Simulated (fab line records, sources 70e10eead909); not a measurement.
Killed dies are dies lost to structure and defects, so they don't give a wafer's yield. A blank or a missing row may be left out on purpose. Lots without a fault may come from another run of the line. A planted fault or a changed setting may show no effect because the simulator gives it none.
Chamber matching | flow nand_harc | NHARC_P_M1_STRIP_18 on rie_diel-07: 4 sister chambers
The step strips in N2/H2. 4 wafers are shown with their chamber, then 11 later ones without.

WAFERS WITH THEIR CHAMBER
wafer  | chamber | drypump_motor_current_A (A)
L086.1 | 2       | 6.1
L088.1 | 1       | 6.0
L088.3 | 0       | 5.6
L090.1 | 3       | 6.3

WAFERS WITHOUT THEIR CHAMBER
wafer  | drypump_motor_current_A (A)
L090.2 | 5.6
L090.4 | 6.1
L091.1 | 5.6
L091.3 | 6.0
L091.5 | 5.6
L094.1 | 6.1
L094.3 | 6.3
L094.5 | 6.3
L095.1 | 5.9
L095.4 | 6.1
L095.6 | 6.3

WHICH CHAMBER EACH WENT THROUGH
wafer  | from the rows above | in truth
L090.2 | 0                   | 0
L090.4 | 2                   | 2
L091.1 | 0                   | 0
L091.3 | 1                   | 1
L091.5 | 0                   | 0
L094.1 | 2                   | 2
L094.3 | 3                   | 3
L094.5 | 3                   | 3
L095.1 | 1                   | 1
L095.4 | 2                   | 2
L095.6 | 3                   | 3
Placed correctly: 11 of 11. Can't be placed from these rows: 0. Placed wrongly: 0.
How it was worked out, from the rows above alone: a wafer's distance from a chamber is the root of the sum, over the readings, of the square of ((its reading less the chamber's mean) divided by the reading's scatter). The wafer belongs to the nearest chamber; if the next one is less than 2 further off, it can't be placed. A chamber's mean is the mean of its shown wafers. The scatter: with one shown wafer a chamber, the root of the mean of the squares of how far each hidden wafer lies from its nearest shown one.
